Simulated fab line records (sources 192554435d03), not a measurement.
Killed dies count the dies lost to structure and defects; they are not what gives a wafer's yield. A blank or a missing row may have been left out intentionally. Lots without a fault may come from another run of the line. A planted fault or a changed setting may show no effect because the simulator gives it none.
Chamber matching ; flow n5_finfet ; N5_DUMMY_GATE_STRIP_41 on rie_diel-06 has 4 sister chambers
The step strips in O2. 8 wafers are shown with their chamber, then 9 later ones without.

== WAFERS WITH THEIR CHAMBER ==
wafer;chamber;showerhead_plenum_p_Torr (Torr);throttle_valve_pct (%)
L076.4;0;2.13;16.60
L077.5;0;2.13;16.62
L082.6;3;1.94;16.29
L083.1;2;2.25;16.62
L086.4;2;2.24;16.62
L087.1;1;2.08;16.78
L087.4;3;1.93;16.30
L087.5;1;2.08;16.78

== WAFERS WITHOUT THEIR CHAMBER ==
wafer;showerhead_plenum_p_Torr (Torr);throttle_valve_pct (%)
L090.4;2.13;16.25
L090.5;2.07;16.79
L090.6;2.24;16.65
L092.2;2.07;16.82
L092.4;1.93;16.33
L092.5;2.24;16.65
L093.1;2.24;16.66
L093.5;1.93;16.33
L093.6;2.12;16.26

== WHICH CHAMBER EACH ONE RAN IN ==
wafer;from the rows above;in truth
L090.4;3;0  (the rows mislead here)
L090.5;1;1
L090.6;2;2
L092.2;1;1
L092.4;3;3
L092.5;2;2
L093.1;2;2
L093.5;3;3
L093.6;3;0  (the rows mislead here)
7 of 9 placed correctly. Can't be placed from these rows: 0. Placed wrongly: 2.
How it was worked out, from the rows above alone: a wafer's distance from a chamber is the root of the sum, over the readings, of the square of ((its reading less the chamber's mean) divided by the reading's scatter). If the next closest chamber is less than 2 further off than the closest, the wafer can't be placed; otherwise it belongs to the closest. Each chamber's mean is taken over the wafers shown for it. The scatter: the root of (the sum of the squares of (reading less its chamber's mean) over the shown wafers, divided by (wafers less chambers)).
